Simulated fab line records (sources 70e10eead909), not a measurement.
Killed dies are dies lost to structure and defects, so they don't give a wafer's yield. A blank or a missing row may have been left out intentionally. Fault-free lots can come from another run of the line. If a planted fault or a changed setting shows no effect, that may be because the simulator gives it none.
fab line records	flow nand-harc	part 1 of 2: steps 1 to 4 of 6
[record] lots = 23	wafers = 69	last-day = 33
route steps=1302 shown A_CONTACT@1001
lots that met no fault: taken from a fault-free run of the same line
start-h: start of the lot's first displayed wafer, in hours after the record's first day	wait-h: time in hours since the lot's previous step	" repeats the value in the row above	L1.1+2: several wafers, shown together as one row	- no value, or no start was given	* or withheld: withheld	< > ~ a bound
route shown NAME@n: NAME is a module with steps in the file, n the number in the route of the first one	usual: the fault-free wafers' mean and standard deviation	same: alike in all rows	chamber/n: place in a boat	sites: per-site readings	_std_site: the values' standard deviation	_edge_site: outer sites' mean less inner sites'	radius-mm: how far each site lies from the wafer's centre	mask NAME#n: copy n	behind: the most recent tool/chamber to have shaped the wafer	hold: what put the lot on hold/how long, in hours/how the hold closed	device: which transistor (n, p or np) failed to switch	end of line: at the end of the route, the tests of the same wafers	a step given without rows: its recipe and nothing more	killed: dies that structure and defects cost at the first sort, which is not the same as the wafer's yield	map: a wafer's dies, x killed, . not, _ none there
set.NAME: the setting as run; set.NAME@STEP: as run at that earlier step	model.NAME: the simulator's own value behind a step, which no gauge read
steps of the route over a sample of lots; a table a step, a row a wafer
services: when a tool's chamber went out of use (start-h, in hours from the record's first day, below 0 if earlier), for how many hours, and the reason
[[steps]]
[step NHARC_A_CONTACT_ETCH_48]
[recipe] target-depth-a = 390	over-etch-frac = 0.3	time-s = 65	ion-energy-ev = 80	cf4-flow-sccm = 150	ar-flow-sccm = 0	rf-w = 300	bias-w = 100	chemistry = CF4
[usual] drypump-motor-current-A = 5.7/0.42	oes-product-au = 0.989/0.011	rf-vpp-V = 150.9/1.1	showerhead-plenum-p-Torr = 1.74/0.059	throttle-valve-pct = 13.284/0.0082
lot.wafer	tool	chamber	start-h	wait-h	drypump-motor-current-A	oes-product-au	rf-hours-counter-h	rf-vpp-V	showerhead-plenum-p-Torr	throttle-valve-pct
L076.3	rie-diel-01	2	494.46	0.1	5.9	0.999	27	151.1	1.73	13.290
L076.4	"	0	"	"	5.9	0.988	34	152.1	1.78	13.278
L076.6	"	3	"	"	6.4	0.990	-	148.9	1.66	13.296
L075.4	rie-diel-06	3	499.25	0.1	5.9	0.994	1	150.0	1.75	13.275
L075.1	"	0	"	"	6.1	1.000	1	151.8	1.69	13.291
L075.5	"	3	"	"	5.9	0.989	-	151.8	1.75	13.282
L074.1	rie-diel-13	0	501.18	0.1	5.9	0.989	42	152.5	1.81	13.265
L074.5	"	0	"	"	5.9	0.981	-	151.4	1.81	13.279
L074.6	"	1	"	"	5.5	1.006	-	152.3	1.82	13.257
L079.3	rie-diel-06	3	547.45	0.1	5.9	0.971	7	150.1	1.75	13.285
L079.4	"	1	"	"	4.8	0.965	8	152.6	1.72	13.291
L079.5	"	3	"	"	5.9	0.972	-	149.7	1.75	13.277
L078.3	rie-diel-13	2	547.61	0.1	6.1	1.001	6	152.7	1.86	13.287
L078.1	"	3	"	"	5.1	0.989	4	149.2	1.67	13.279
L078.6	"	1	"	"	5.6	0.999	-	151.8	1.82	13.282
L081.4	rie-diel-06	1	551.65	0.1	4.9	0.975	8	152.6	1.72	13.282
L081.1	"	0	"	"	6.1	0.998	8	149.3	1.69	13.282
L081.6	"	2	"	"	5.8	0.971	-	149.5	1.70	13.286
L077.4	rie-diel-13	0	555.44	0.1	5.9	0.987	6	150.7	1.80	13.299
L077.5	"	3	"	"	5.1	0.983	-	149.6	1.67	13.276
L077.6	"	0	"	"	5.9	0.997	-	151.5	1.80	13.271
L080.4	rie-diel-13	1	561.65	0.1	5.6	0.992	10	151.3	1.82	13.287
L080.3	"	0	"	"	5.9	0.983	9	152.1	1.80	13.275
L080.5	"	1	"	"	5.6	0.986	-	151.1	1.82	13.289
L082.3	rie-diel-06	1	573.95	0.1	4.9	0.971	12	151.1	1.72	13.279
L082.1	"	0	"	"	6.1	0.976	12	149.6	1.69	13.284
L082.5	"	0	"	"	6.1	0.979	-	149.5	1.69	13.292
L083.2	rie-diel-13	2	589.11	0.1	6.1	0.998	21	152.1	1.86	13.291
L083.1	"	3	"	"	5.1	0.977	20	149.4	1.66	13.295
L083.6	"	1	"	"	5.6	0.987	-	152.6	1.81	13.279
L084.1	rie-diel-06	1	605.44	0.1	4.8	0.984	18	150.5	1.72	13.280
L084.6	"	2	"	"	5.8	0.967	-	150.3	1.70	13.290
L084.5	"	3	"	"	5.9	0.976	-	152.1	1.74	13.278
L085.3	rie-diel-13	2	616.58	0.1	6.1	1.006	29	150.5	1.85	13.268
L085.6	"	2	"	"	6.1	1.006	-	153.2	1.85	13.286
L085.5	"	3	"	"	5.1	0.995	-	149.7	1.66	13.287
L087.1	rie-diel-06	0	634.28	0.8	6.2	0.983	24	151.8	1.69	13.288
L087.6	"	3	"	"	5.9	0.989	-	151.3	1.74	13.289
L087.5	"	0	"	"	6.2	0.997	-	149.3	1.69	13.276
L089.2	rie-diel-06	3	637.29	0.1	5.9	0.995	24	151.2	1.74	13.277
L089.3	"	0	"	"	6.1	0.990	25	152.0	1.69	13.293
L089.5	"	0	"	"	6.1	0.998	-	149.3	1.69	13.269
L086.4	rie-diel-06	2	641.67	0.1	5.8	0.976	18	148.8	1.70	13.287
L086.2	"	1	"	"	4.8	0.981	24	150.8	1.72	13.290
L086.6	"	2	"	"	5.9	0.969	-	150.1	1.70	13.298
L090.3	rie-diel-06	3	643.97	0.1	5.9	0.997	26	152.7	1.74	13.278
L090.4	"	0	"	"	6.1	0.983	28	149.5	1.68	13.285
L090.2	"	1	"	"	4.8	0.988	25	151.1	1.72	13.291
L092.2	rie-diel-13	0	657.02	0.1	5.9	1.005	43	151.0	1.79	13.277
L092.1	"	3	"	"	5.1	1.010	41	149.9	1.66	13.292
L092.5	"	1	"	"	5.5	0.990	-	151.9	1.81	13.280
L091.2	rie-diel-13	0	674.42	0.1	5.9	1.001	46	150.6	1.79	13.272
L091.6	"	3	"	"	5.1	0.990	-	149.4	1.66	13.284
L091.5	"	0	"	"	5.9	0.999	-	152.6	1.79	13.287
L094.4	rie-diel-01	2	680.57	0.1	5.9	1.000	34	151.5	1.72	13.286
L094.3	"	3	"	"	6.3	1.003	39	150.0	1.65	13.293
L094.6	"	3	"	"	6.3	0.998	-	151.0	1.65	13.289
L093.2	rie-diel-06	0	683.31	0.1	6.1	0.988	1	149.4	1.68	13.297
L093.4	"	0	"	"	6.1	0.989	-	150.0	1.68	13.285
L093.5	"	2	"	"	5.8	0.993	-	150.0	1.70	13.288
L095.3	rie-diel-06	2	714.06	0.1	5.8	0.990	6	149.0	1.69	13.279
L095.6	"	3	"	"	5.9	0.984	-	151.5	1.74	13.280
L095.5	"	0	"	"	6.2	0.998	-	148.9	1.68	13.286
L096.1	rie-diel-13	1	714.81	0.1	5.5	0.991	3	152.3	1.80	13.277
L096.2	"	2	"	"	6.0	1.013	3	152.0	1.85	13.285
L096.5	"	2	"	"	6.1	1.023	-	152.5	1.84	13.304
L097.4	rie-diel-06	1	724.87	0.1	4.8	0.985	5	150.4	1.72	13.277
L097.3	"	0	"	"	6.2	1.004	7	150.9	1.68	13.284
L097.5	"	2	"	"	5.8	0.993	-	150.1	1.70	13.294
[step NHARC_A_CONTACT_ETCH_50]
[recipe] target-depth-a = 1210	time-s = 60.5	cf4-flow-sccm = 100	chf3-flow-sccm = 30	ar-flow-sccm = 0	rf-w = 500	bias-w = 200	chemistry = CF4/CHF3
[usual] drypump-motor-current-A = 5.7/0.45	oes-product-au = 0.941/0.02	rf-vpp-V = 369.8/2	showerhead-plenum-p-Torr = 1.55/0.056	throttle-valve-pct = 16.804/0.0087
lot.wafer	tool	chamber	start-h	wait-h	drypump-motor-current-A	oes-product-au	rf-hours-counter-h	rf-vpp-V	showerhead-plenum-p-Torr	throttle-valve-pct
L076.3	rie-diel-01	1	-	-	5.7	0.933	33	370.9	1.62	16.811
L076.4	"	2	"	"	5.9	0.926	28	370.6	1.54	16.799
L076.6	"	1	"	"	5.6	0.930	-	370.5	1.62	16.805
L075.1	rie-diel-06	1	-	-	4.8	0.945	2	368.5	1.54	16.800
L075.4	"	2	"	"	5.8	0.939	1	368.7	1.51	16.796
L075.5	"	0	"	"	6.1	0.976	-	367.6	1.50	16.817
L074.1	rie-diel-13	3	-	-	5.1	0.918	50	366.4	1.48	16.794
L074.5	"	1	"	"	5.5	0.928	-	371.9	1.62	16.802
L074.6	"	2	"	"	6.0	0.931	-	372.4	1.66	16.794
L079.3	rie-diel-06	1	-	-	4.9	0.929	8	368.9	1.53	16.801
L079.4	"	2	"	"	5.8	0.919	8	368.0	1.51	16.780
L079.5	"	1	"	"	4.9	0.945	-	370.0	1.53	16.800
L078.3	rie-diel-13	2	-	-	6.0	0.959	6	374.8	1.66	16.802
L078.1	"	3	"	"	5.1	0.947	4	367.0	1.48	16.788
L078.6	"	3	"	"	5.1	0.958	-	367.1	1.48	16.803
L081.1	rie-diel-06	1	-	-	4.9	0.940	9	368.8	1.53	16.797
L081.4	"	2	"	"	5.8	0.952	9	368.9	1.51	16.807
L081.6	"	1	"	"	4.8	0.938	-	368.5	1.53	16.792
L077.4	rie-diel-13	0	-	-	5.9	0.934	7	370.5	1.61	16.801
L077.5	"	1	"	"	5.5	0.934	-	372.3	1.62	16.806
L077.6	"	2	"	"	6.1	0.946	-	373.5	1.66	16.808
L080.4	rie-diel-13	1	-	-	5.6	0.978	11	371.3	1.62	16.803
L080.3	"	3	"	"	5.0	0.953	9	367.9	1.48	16.821
L080.5	"	0	"	"	5.9	0.975	-	370.8	1.60	16.799
L082.3	rie-diel-06	1	-	-	4.8	0.934	13	369.0	1.53	16.803
L082.1	"	3	"	"	5.9	0.950	13	370.5	1.55	16.799
L082.5	"	1	"	"	4.8	0.934	-	367.9	1.53	16.815
L083.2	rie-diel-13	3	-	-	5.0	0.910	20	368.3	1.48	16.811
L083.1	"	0	"	"	5.9	0.930	20	371.6	1.60	16.816
L083.6	"	2	"	"	6.1	0.926	-	373.7	1.65	16.803
L084.1	rie-diel-06	3	-	-	5.9	0.951	18	371.7	1.55	16.800
L084.5	"	0	"	"	6.1	0.967	-	368.6	1.50	16.808
L084.6	"	1	"	"	4.9	0.967	-	371.1	1.53	16.796
L085.3	rie-diel-13	3	-	-	5.1	0.898	26	367.3	1.48	16.807
L085.6	"	2	"	"	6.0	0.917	-	373.2	1.65	16.786
L085.5	"	3	"	"	5.1	0.908	-	367.9	1.48	16.817
L087.1	rie-diel-06	1	-	-	4.8	0.940	22	368.1	1.53	16.807
L087.6	"	0	"	"	6.2	0.939	-	366.6	1.50	16.817
L087.5	"	1	"	"	4.8	0.944	-	369.1	1.53	16.790
L089.3	rie-diel-06	1	-	-	4.8	0.957	24	369.5	1.53	16.793
L089.2	"	3	"	"	5.9	0.951	24	369.1	1.55	16.803
L089.5	"	1	"	"	4.9	0.957	-	369.8	1.53	16.798
L086.4	rie-diel-06	1	-	-	4.9	0.908	24	369.0	1.53	16.807
L086.2	"	0	"	"	6.1	0.917	27	367.4	1.50	16.800
L086.6	"	2	"	"	5.8	0.907	-	366.8	1.51	16.801
L090.3	rie-diel-06	2	-	-	5.8	0.954	19	368.8	1.51	16.791
L090.4	"	3	"	"	5.9	0.948	27	369.1	1.55	16.785
L090.2	"	0	"	"	6.1	0.948	28	367.7	1.50	16.790
L092.2	rie-diel-13	2	-	-	6.1	0.924	45	373.0	1.65	16.811
L092.1	"	0	"	"	5.9	0.913	43	372.1	1.60	16.807
L092.5	"	1	"	"	5.6	0.909	-	371.5	1.61	16.832
L091.2	rie-diel-13	2	-	-	6.1	0.939	48	372.8	1.64	16.797
L091.6	"	3	"	"	5.1	0.931	-	367.6	1.47	16.796
L091.5	"	0	"	"	5.9	0.921	-	370.4	1.59	16.787
L094.3	rie-diel-01	0	-	-	5.9	0.906	36	371.1	1.57	16.812
L094.4	"	2	"	"	5.9	0.918	34	368.0	1.53	16.812
L094.6	"	1	"	"	5.6	0.935	-	373.4	1.60	16.799
L093.2	rie-diel-06	3	-	-	5.9	0.951	1	370.7	1.55	16.811
L093.5	"	0	"	"	6.1	0.959	-	368.3	1.50	16.806
L093.4	"	3	"	"	5.9	0.947	-	370.3	1.55	16.798
L095.3	rie-diel-06	0	-	-	6.1	0.966	6	368.5	1.49	16.816
L095.6	"	1	"	"	4.9	0.956	-	371.4	1.53	16.792
L095.5	"	2	"	"	5.8	0.973	-	368.9	1.51	16.796
L096.2	rie-diel-13	3	-	-	5.1	0.962	3	366.1	1.47	16.815
L096.1	"	0	"	"	5.9	0.933	2	370.7	1.59	16.801
L096.5	"	2	"	"	6.1	0.984	-	373.1	1.64	16.802
L097.4	rie-diel-06	0	-	-	6.1	0.965	7	369.2	1.49	16.799
L097.3	"	1	"	"	4.8	0.952	5	369.0	1.53	16.805
L097.5	"	0	"	"	6.1	0.958	-	367.8	1.49	16.807
[step NHARC_A_CONTACT_ETCH_90]
[recipe] target-depth-a = 400	over-etch-frac = 0.5	time-s = 85.7	ion-energy-ev = 120	ch3f-flow-sccm = 50	o2-flow-sccm = 30	ar-flow-sccm = 200	rf-w = 500	bias-w = 100	chemistry = CH3F/O2
[usual] drypump-motor-current-A = 5.7/0.43	oes-product-au = 0.95/0.038	rf-vpp-V = 243.7/1.3	showerhead-plenum-p-Torr = 2.41/0.082	throttle-valve-pct = 20.663/0.0087
lot.wafer	tool	chamber	start-h	wait-h	drypump-motor-current-A	oes-product-au	rf-hours-counter-h	rf-vpp-V	showerhead-plenum-p-Torr	throttle-valve-pct
L076.3	rie-diel-01	3	500.29	0.9	6.3	0.91	33	242.6	2.31	20.668
L076.4	"	1	"	"	5.7	0.92	36	246.0	2.53	20.666
L076.6	"	3	"	"	6.4	0.91	-	242.1	2.31	20.680
L075.4	rie-diel-06	3	504.06	0.7	5.9	0.96	2	243.6	2.43	20.649
L075.1	"	1	"	"	4.8	0.94	3	244.6	2.40	20.666
L075.5	"	2	"	"	5.8	0.93	-	243.5	2.36	20.675
L074.1	rie-diel-06	0	506.16	0.9	6.1	0.99	2	243.1	2.35	20.664
L074.6	"	1	"	"	4.9	0.99	-	243.0	2.40	20.651
L074.5	"	2	"	"	5.8	0.99	-	243.6	2.36	20.660
L079.3	rie-diel-13	2	552.23	0.7	6.0	0.99	8	245.2	2.59	20.659
L079.4	"	1	"	"	5.6	0.99	7	247.6	2.53	20.658
L079.5	"	3	"	"	5.1	0.98	-	242.8	2.31	20.660
L078.1	rie-diel-01	1	553.26	1.0	5.7	0.93	54	245.1	2.52	20.666
L078.3	"	2	"	"	5.9	0.92	49	243.9	2.40	20.680
L078.6	"	2	"	"	5.9	0.92	-	243.0	2.40	20.668
L081.1	rie-diel-06	1	556.45	0.9	4.8	0.90	10	242.7	2.39	20.668
L081.4	"	2	"	"	5.9	0.92	9	242.3	2.36	20.658
L081.6	"	0	"	"	6.1	0.92	-	242.1	2.34	20.655
L077.4	rie-diel-06	0	560.24	0.6	6.2	1.00	10	243.0	2.34	20.651
L077.6	"	0	"	"	6.2	0.98	-	242.9	2.34	20.673
L077.5	"	1	"	"	4.9	0.97	-	243.5	2.39	20.679
L080.4	rie-diel-01	0	567.33	0.7	5.9	0.99	0	245.8	2.47	20.662
L080.3	"	2	"	"	5.9	1.01	0	244.9	2.40	20.653
L080.5	"	3	"	"	6.3	1.01	-	242.6	2.30	20.656
L082.1	rie-diel-01	0	579.38	0.8	5.9	0.98	8	244.0	2.47	20.664
L082.3	"	3	"	"	6.3	1.00	8	241.9	2.30	20.661
L082.5	"	1	"	"	5.7	1.03	-	244.1	2.52	20.655
L083.1	rie-diel-06	3	594.83	0.9	5.9	0.96	16	243.7	2.42	20.655
L083.2	"	2	"	"	5.8	0.96	11	242.8	2.36	20.656
L083.6	"	0	"	"	6.2	0.96	-	242.0	2.34	20.652
L084.1	rie-diel-06	1	610.24	0.9	4.8	0.91	19	244.7	2.39	20.664
L084.6	"	0	"	"	6.1	0.91	-	243.4	2.34	20.660
L084.5	"	1	"	"	4.8	0.91	-	244.4	2.39	20.653
L085.3	rie-diel-13	2	621.39	0.7	6.1	0.93	32	246.0	2.58	20.670
L085.6	"	0	"	"	5.9	0.92	-	244.2	2.50	20.660
L085.5	"	1	"	"	5.6	0.91	-	244.9	2.52	20.662
L087.1	rie-diel-13	0	639.13	0.8	5.9	0.99	34	245.2	2.50	20.661
L087.6	"	1	"	"	5.6	0.99	-	245.7	2.52	20.659
L087.5	"	2	"	"	6.1	1.00	-	245.2	2.58	20.667
L089.2	rie-diel-06	1	642.08	0.9	4.9	0.91	24	243.4	2.39	20.669
L089.3	"	0	"	"	6.1	0.92	27	243.4	2.34	20.664
L089.5	"	2	"	"	5.9	0.91	-	243.7	2.36	20.670
L086.2	rie-diel-01	1	646.52	0.9	5.7	0.95	27	245.2	2.51	20.650
L086.4	"	2	"	"	5.9	1.00	24	242.9	2.39	20.662
L086.6	"	1	"	"	5.7	0.95	-	246.3	2.51	20.646
L090.4	rie-diel-06	2	648.77	0.7	5.8	0.90	21	242.3	2.36	20.653
L090.3	"	3	"	"	5.9	0.93	28	243.1	2.42	20.668
L090.2	"	0	"	"	6.1	0.92	29	243.0	2.34	20.670
L092.2	rie-diel-13	3	662.69	1.0	5.1	0.92	43	242.5	2.30	20.680
L092.1	"	1	"	"	5.6	0.92	46	245.4	2.51	20.653
L092.5	"	0	"	"	5.9	0.92	-	244.6	2.50	20.662
L091.2	rie-diel-01	3	679.23	0.9	6.4	0.92	39	240.8	2.28	20.654
L091.5	"	1	"	"	5.7	0.94	-	245.0	2.50	20.666
L091.6	"	2	"	"	6.0	0.91	-	242.4	2.38	20.665
L094.4	rie-diel-01	2	685.36	0.6	5.9	0.93	35	243.2	2.38	20.659
L094.3	"	3	"	"	6.3	0.93	41	241.1	2.28	20.654
L094.6	"	2	"	"	5.9	0.92	-	243.3	2.38	20.663
L093.4	rie-diel-06	2	688.46	0.6	5.9	0.93	3	244.1	2.35	20.670
L093.2	"	0	"	"	6.1	0.93	3	242.1	2.33	20.678
L093.5	"	1	"	"	4.8	0.98	-	243.0	2.39	20.670
L095.3	rie-diel-01	2	718.97	0.9	5.9	0.93	47	242.2	2.38	20.655
L095.6	"	0	"	"	5.9	0.90	-	244.1	2.45	20.663
L095.5	"	1	"	"	5.6	0.93	-	244.7	2.50	20.648
L096.2	rie-diel-06	2	719.87	1.0	5.8	0.98	7	244.5	2.35	20.654
L096.1	"	3	"	"	5.9	0.96	6	244.5	2.41	20.663
L096.5	"	1	"	"	4.8	0.98	-	242.1	2.38	20.667
L097.3	rie-diel-13	1	729.67	0.6	5.6	1.00	11	245.1	2.50	20.674
L097.4	"	2	"	"	6.1	1.03	11	246.4	2.57	20.690
L097.5	"	1	"	"	5.6	1.00	-	244.2	2.50	20.661
[step NHARC_A_CONTACT_DEP_57]
[recipe] target-thk-a = 53000	temp-c = 400	material = aC
[usual] throttle-valve-pct = 35.000/0.0086
lot.wafer	tool	chamber	start-h	wait-h	throttle-valve-pct
L076.3	acl-dep-02	0	503.75	-	34.994
L076.4	"	0	"	"	35.004
L076.6	"	0	505.36	-	34.988
L075.1	acl-dep-02	0	505.89	-	34.997
L075.4	"	0	507.48	-	35.008
L075.5	"	0	"	"	35.016
L074.1	acl-dep-02	0	509.06	-	35.018
L074.5	"	0	511.21	-	35.009
L074.6	"	0	"	"	34.990
L079.3	acl-dep-02	0	559.19	-	35.002
L079.4	"	0	"	"	34.986
L079.5	"	0	"	"	35.000
L078.1	acl-dep-03	0	560.63	-	35.001
L078.3	"	0	561.71	-	34.999
L078.6	"	0	563.32	-	34.987
L081.1	acl-dep-03	0	563.85	-	35.014
L081.4	"	0	565.45	-	34.987
L081.6	"	0	566.52	-	34.991
L077.4	acl-dep-02	0	569.21	-	35.001
L077.5	"	0	"	"	35.004
L077.6	"	0	"	"	35.002
L080.3	acl-dep-03	0	571.91	-	35.003
L080.4	"	0	"	"	35.003
L080.5	"	0	"	"	35.015
L082.1	acl-dep-03	0	580.74	-	35.001
L082.3	"	0	581.83	-	35.008
L082.5	"	0	582.92	-	34.994
L083.1	acl-dep-01	0	596.00	-	34.998
L083.2	"	0	"	"	34.986
L083.6	"	0	598.70	-	34.991
L084.1	acl-dep-01	0	613.11	-	35.004
L084.5	"	0	615.26	-	34.983
L084.6	"	0	"	"	34.995
L085.3	acl-dep-01	0	625.67	-	35.002
L085.5	"	0	626.75	-	35.005
L085.6	"	0	"	"	35.017
L087.1	acl-dep-02	0	642.92	-	35.008
L087.5	"	0	645.06	-	34.985
L087.6	"	0	"	"	34.999
L089.2	acl-dep-02	0	646.66	-	35.001
L089.3	"	0	"	"	35.005
L089.5	"	0	648.26	-	35.009
L086.2	acl-dep-03	0	649.26	-	35.001
L086.4	"	0	650.32	-	35.015
L086.6	"	0	651.38	-	35.002
L090.2	acl-dep-01	0	655.04	-	35.000
L090.3	"	0	"	"	34.992
L090.4	"	0	"	"	35.009
L092.1	acl-dep-02	0	664.64	-	35.005
L092.2	"	0	"	"	34.996
L092.5	"	0	666.79	-	34.994
L091.2	acl-dep-02	0	680.92	-	35.003
L091.5	"	0	682.52	-	34.991
L091.6	"	0	"	"	34.992
L094.3	acl-dep-01	0	687.69	-	35.007
L094.4	"	0	"	"	35.008
L094.6	"	0	689.30	-	35.011
L093.2	acl-dep-02	0	690.19	-	34.996
L093.4	"	0	691.27	-	35.007
L093.5	"	0	"	"	34.994
L095.3	acl-dep-03	0	722.00	-	35.007
L095.5	"	0	723.06	-	34.990
L095.6	"	0	"	"	34.998
L096.1	acl-dep-02	0	722.15	-	35.010
L096.2	"	0	"	"	34.985
L096.5	"	0	724.31	-	35.008
L097.3	acl-dep-02	0	731.90	-	34.995
L097.4	"	0	"	"	35.011
L097.5	"	0	"	"	34.996
